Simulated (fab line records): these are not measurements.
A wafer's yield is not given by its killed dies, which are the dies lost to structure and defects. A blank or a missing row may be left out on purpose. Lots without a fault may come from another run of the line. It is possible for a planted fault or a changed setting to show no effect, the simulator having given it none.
A struck lot beside a sound one	flow n5_finfet	15 out of 1938 route steps
Sound: these wafers, L433.3, L433.4, L433.5. Wafers L437.1, L437.4, L437.6 were the ones struck. The cause is given at the end.
Each step with rows lists, per side, the tool, then ch with its chambers, then its first start. Under that, the readings that differ: sound wafers	struck wafers	difference of the means	sigmas: that difference in standard deviations of wafers without a fault.
alike: words and numbers the same on both sides, and readings whose means are apart by under 2 such deviations; not compared: readings that were withheld, readings missing a value for some wafer, numbers with overlapping values and no deviation given by the record, and bounds like >300 which may hide the same value.
Wherever a step has rows on one side only, a row that says differs or no value, or a row with sigmas, the two part there. Numbers that have no deviation but don't overlap get no sigmas and don't part them. A reading that every wafer of one side lacks parts them only if that side has two wafers or more.

N5_HKMG_FIN_ETCHBACK_68: etches the open film in Cl2/Ar, stops on HfO2, target depth 0.5 nm.
  sound on rie_metal-03 ch 0,1, day 7 01:33; struck on rie_metal-02 ch 0,1, day 8 06:40
  alike: drypump_motor_current_A, oes_product_au, throttle_valve_pct
  not compared: rf_hours_counter_h
then, 1 step without rows for these wafers: N5_HKMG_FIN_STRIP_69 (strips in N2/H2, time 360 s).
N5_HKMG_FIN_ALD_21: deposits TiN, target thk 1.5 nm, pulse time 1 s, purge time 3 s.
  sound on ald_metal-04 ch 0,1,3, day 7 02:02; struck on ald_metal-02 ch 0,1,3, day 8 07:12
  alike: heater_power_w, precursor_pulse_height_rel, susceptor_temp_C
then, 1 step without rows for these wafers: N5_HKMG_FIN_ALD_72 (deposits W, target thk 2 nm, pulse time 1 s, purge time 2 s).
N5_HKMG_FIN_W_FILL_22: material W, target thk 60 nm, time 18.2 s.
  sound on cvd_w-02 ch 0,1, day 7 02:28; struck on cvd_w-02 ch 1, day 8 07:37
reading	sound	struck	difference	sigmas
susceptor_temp_C (C)	399.77 399.87 399.72	400.36 400.13 400.31	+0.48	+2
  alike: heater_power_w, throttle_valve_pct
then, 2 steps without rows for these wafers: N5_HKMG_FIN_PRECLEAN_83 (cleans in DIW, time 57.5 s); N5_HKMG_FIN_SRD_84 (dry time 32 s).
N5_HKMG_FIN_CMP_23: polishes, stops on SiNx, t overpolish 10 s, target thk 46.326 nm.
  sound on cmp-02 ch 0,1,3, day 7 02:39; struck on cmp-01 ch 2,3, day 8 07:44
reading	sound	struck	difference	sigmas
motor_current_A (A)	12.7 10.9 8.9	16.1 12.3 15.6	+3.8	+2
  alike: edge_zone_pressure_frac, overpolish_run_s, time_to_endpoint_s
then, 1 step without rows for these wafers: N5_HKMG_FIN_CMP_94 (polishes, stops on SiNx, t overpolish 4.7 s, target thk 43.299 nm).
N5_HKMG_FIN_INSPECT_28: inspects for defects (darkfield).
  struck on defect_inspect-01, day 8 08:26; sound on defect_inspect-01, day 7 03:17
  alike: raw_defect_count
then, 1 step without rows for these wafers: N5_GATE_CUT_ETCHBACK_00 (etches W in SF6/Cl2).
N5_GATE_CUT_ETCH_56: etches TiN in Cl2/Ar, target depth 21.6 nm.
  sound on rie_metal-02 ch 0,1, day 7 03:28; struck on rie_metal-03 ch 0,1, day 8 08:35
reading	sound	struck	difference	sigmas
oes_ar_750_au (a.u.)	0.95 0.74 0.95	0.53 0.58 0.59	-0.31	-4
oes_product_au (a.u.)	0.99 0.75 0.98	0.61 0.69 0.69	-0.24	-2
rf_fwd_power_W (W)	595.0 596.8 596.6	452.2 455.0 454.7	-142.2	-75
model.etch.depth_nm (nm)	23.53 22.11 23.53	17.65 16.57 16.91	-6.01	
  alike: drypump_motor_current_A, throttle_valve_pct
  not compared: rf_hours_counter_h
N5_GATE_CUT_ETCHBACK_30: etches TiN in Cl2/Ar, target depth 3 nm.
  sound on rie_metal-02 ch 0,1, day 7 03:32; struck on rie_metal-03 ch 0,1, day 8 08:41
  alike: drypump_motor_current_A, oes_product_au, throttle_valve_pct
  not compared: rf_hours_counter_h
-- a jump in the record: the struck wafers' starts before and after are 4 days apart (it breaks off in module GATE_CUT and resumes in module BEOL_M4, where the first step shown is number 1111 of the route) --
N5_BEOL_M4_RC_MEAS_101:
  sound on prober-01 ch 0, day 10 22:16; struck on prober-01 ch 0, day 11 23:56
  alike: DIBL_N, DIBL_P, IOFF_N, IOFF_P, ION_N, ION_P, SS_N, SS_P, VT_N, VT_P
-- the record jumps here: 4 days lie between the struck wafers' starts before and after (it left off in module BEOL_M4 and takes up again in module PASSIVATION, whose first step shown is number 1936 of the route) --
N5_PASSIVATION_PROBE_49:
  record: rows for the struck wafers here (prober-01, day 16 00:55), none for the sound ones

WHERE THEY PART
First at N5_HKMG_FIN_W_FILL_22; last, within this record, at N5_PASSIVATION_PROBE_49.

WHY: whatever the simulator had introduced
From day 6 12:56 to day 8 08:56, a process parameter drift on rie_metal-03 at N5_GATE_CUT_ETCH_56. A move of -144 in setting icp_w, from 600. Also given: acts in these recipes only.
